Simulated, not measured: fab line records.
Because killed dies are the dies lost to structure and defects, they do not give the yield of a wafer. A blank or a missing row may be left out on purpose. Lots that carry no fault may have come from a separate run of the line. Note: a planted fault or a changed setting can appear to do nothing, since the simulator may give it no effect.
One fault seen from 2 desks    flow n5 finfet    numbers are kept per desk, each desk with only its own; the story behind them comes last

## AT THE METROLOGY DESK
Means of the sampled wafers that have a number, per lot and without regard to the tool the lot ran on: this is what the gauges read. Marked OUT: a lot whose mean sits more than 4 standard deviations from the usual mean, which makes it out of limits; the brackets give that distance.
Columns: A = cd nm at N5_MIM_TOP_LITHO_CD_MEAS_08, usual 1999.6 nm; B = PASS_OPEN_OVL at N5_PASSIVATION_OVL_MEAS_66, usual -2 nm
lot   first seen here  A       B
L282  day 11 21:57     1998.8  0
L283  day 12 08:40     1998.2  -5
L284  day 12 18:45     2000.7  1
L288  day 13 10:29     2001.2  2
L285  day 13 18:24     1997.9  3
L290  day 14 00:21     2001.4  -1
L291  day 14 01:57     1999.3  -3
L294  day 15 20:59     2000.4  1
L299  day 15 21:14     2000.0  -6
L301  day 16 05:36     2000.4  -8
L305  day 17 20:31     1999.1  -5
Result from this desk: across the 11 lots, nothing is out of limits.

## AT THE TOOL OWNER'S DESK: rie diel-03
The tool's own readings at N5_BEOL_M7_TRENCH_ETCH_37 (etches SiCOH lowk in C4F6/O2, target depth 93.478 nm, time 31.2 s): means of the sampled wafers that have a number, for each lot that ran on this tool. Marked OUT: a lot whose mean sits more than 4 standard deviations from the usual mean, which makes it out of limits; the brackets give that distance.
Columns: A = bias w at N5_BEOL_M7_TRENCH_ETCH_37, usual 185.0 W; B = drypump motor current A at N5_BEOL_M7_TRENCH_ETCH_37, usual 5.6 A; C = oes product au at N5_BEOL_M7_TRENCH_ETCH_37, usual 0.75 a.u.; D = rf vpp V at N5_BEOL_M7_TRENCH_ETCH_37, usual 662 V; E = showerhead plenum p Torr at N5_BEOL_M7_TRENCH_ETCH_37, usual 2.89 Torr; F = throttle valve pct at N5_BEOL_M7_TRENCH_ETCH_37, usual 21.09 %
lot   first seen here  A      B    C     D    E     F
L283  day 9 11:53      184.9  5.8  0.75  670  2.92  20.99
L285  day 10 07:41     185.0  6.0  0.75  684  2.96  20.90
L288  day 10 11:47     185.1  6.0  0.72  670  2.92  20.92
L291  day 11 06:19     184.6  5.5  0.73  658  2.87  21.16
L299  day 12 21:16     185.2  5.5  0.72  658  2.87  21.18
L301  day 13 14:48     185.2  5.7  0.71  658  2.87  21.10
Result from this desk: across the 6 lots, nothing is out of limits.

## PUT TOGETHER
Nothing out of limits was seen by the metrology desk.
The tool owner's desk saw nothing out of limits.

## WHAT WAS PUT IN BY THE SIMULATOR
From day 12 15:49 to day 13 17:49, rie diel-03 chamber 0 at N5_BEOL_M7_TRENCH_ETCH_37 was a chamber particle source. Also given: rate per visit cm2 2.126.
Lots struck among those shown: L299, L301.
